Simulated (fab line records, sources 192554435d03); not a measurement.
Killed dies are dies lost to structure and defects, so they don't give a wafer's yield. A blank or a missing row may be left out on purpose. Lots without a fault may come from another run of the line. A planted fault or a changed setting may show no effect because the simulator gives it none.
Chamber matching | flow n5_finfet | N5_BEOL_M13_ILD_DEP_00 on pecvd-03: 3 sister chambers
The step deposits SiOC from DEMS/O2, target thk 837.92 nm, time 166.4 s. 6 wafers are shown with their chamber, then 8 later ones without.

WAFERS WITH THEIR CHAMBER
wafer  | chamber | throttle_valve_pct (%) | heater_power_w (W)
L087.1 | 1       | 12.3                   | 699
L089.1 | 1       | 12.6                   | 679
L086.1 | 0       | 12.1                   | 437
L086.2 | 2       | 10.3                   | 518
L086.4 | 0       | 11.9                   | 456
L090.3 | 2       | 10.7                   | 522

WAFERS WITHOUT THEIR CHAMBER
wafer  | throttle_valve_pct (%) | heater_power_w (W)
L090.5 | 10.7                   | 551
L090.6 | 12.0                   | 385
L094.1 | 12.3                   | 630
L094.2 | 10.7                   | 480
L094.6 | 10.5                   | 513
L097.1 | 12.0                   | 441
L097.2 | 10.8                   | 537
L097.3 | 12.3                   | 655

WHICH CHAMBER EACH WENT THROUGH
wafer  | from the rows above | in truth
L090.5 | 2                   | 2
L090.6 | 0                   | 0
L094.1 | 1                   | 1
L094.2 | 2                   | 2
L094.6 | 2                   | 2
L097.1 | 0                   | 0
L097.2 | 2                   | 2
L097.3 | 1                   | 1
Placed correctly: 8 of 8. Can't be placed from these rows: 0. Placed wrongly: 0.
How it was worked out, from the rows above alone: a wafer's distance from a chamber is the root of the sum, over the readings, of the square of ((its reading less the chamber's mean) divided by the reading's scatter). The wafer belongs to the nearest chamber; if the next one is less than 2 further off, it can't be placed. A chamber's mean is the mean of its shown wafers. The scatter: the root of (the sum of the squares of (reading less its chamber's mean) over the shown wafers, divided by (wafers less chambers)).
